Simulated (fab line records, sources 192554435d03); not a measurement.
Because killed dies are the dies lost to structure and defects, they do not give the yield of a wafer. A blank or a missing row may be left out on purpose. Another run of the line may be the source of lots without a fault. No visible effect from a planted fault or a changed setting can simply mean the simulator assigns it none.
Matching of chambers    flow n5-finfet    rie-diel-05 running N5_BEOL_M5_STRIP_64: 4 sister chambers
The step strips in CF4. 16 wafers are shown with their chamber, then 8 later ones without.

## EACH WAFER AND ITS CHAMBER
wafer   chamber  showerhead-plenum-p-Torr (Torr)  drypump-motor-current-A (A)  throttle-valve-pct (%)
L074.2  0        1.85                             5.9                          14.01
L074.3  2        1.82                             5.1                          13.45
L074.6  1        1.72                             5.5                          13.73
L078.1  0        1.85                             5.9                          14.02
L078.2  3        1.75                             5.6                          13.36
L078.5  3        1.75                             5.6                          13.36
L082.3  0        1.85                             6.0                          14.02
L082.4  3        1.75                             5.6                          13.36
L082.5  2        1.82                             5.1                          13.48
L083.3  0        1.85                             6.0                          14.07
L083.5  0        1.85                             6.0                          14.04
L083.6  3        1.75                             5.6                          13.41
L085.3  1        1.71                             5.5                          13.77
L085.4  1        1.71                             5.5                          13.80
L085.6  3        1.75                             5.6                          13.38
L092.4  3        1.74                             5.6                          13.44

SIGNATURES, as means of the wafers listed above
reading                   chamber 0  chamber 1  chamber 2  chamber 3  scatter within a chamber
showerhead-plenum-p-Torr  1.8500     1.7133     1.8200     1.7483     0.00354
drypump-motor-current-A   5.960      5.500      5.100      5.600      0.0316
throttle-valve-pct        14.0320    13.7667    13.4650    13.3850    0.0299
Rule: for each reading, subtract the chamber's mean from the wafer's reading, divide by that reading's scatter and square the result; add these up over the readings and take the root, which gives the wafer's distance from the chamber. If the next closest chamber is less than 2 further off than the closest, the wafer can't be placed; otherwise it belongs to the closest. The scatter: the root of (the sum of the squares of (reading less its chamber's mean) over the shown wafers, divided by (wafers less chambers)).

## WAFERS WITH NO CHAMBER GIVEN
wafer   showerhead-plenum-p-Torr (Torr)  drypump-motor-current-A (A)  throttle-valve-pct (%)
L092.5  1.84                             6.0                          14.11
L092.6  1.71                             5.5                          13.81
L094.1  1.71                             5.5                          13.82
L094.4  1.74                             5.6                          13.43
L094.5  1.71                             5.5                          13.82
L095.2  1.81                             5.1                          13.54
L095.4  1.74                             5.7                          13.46
L095.6  1.84                             6.0                          14.13

## THE CHAMBER EACH PASSED THROUGH
wafer   from the rows above  in truth
L092.5  0                    0
L092.6  1                    1
L094.1  1                    1
L094.4  3                    3
L094.5  1                    1
L095.2  2                    2
L095.4  3                    3
L095.6  0                    0
Placed correctly: 8 of 8. Number that these rows cannot place: 0. Number placed wrongly: 0.
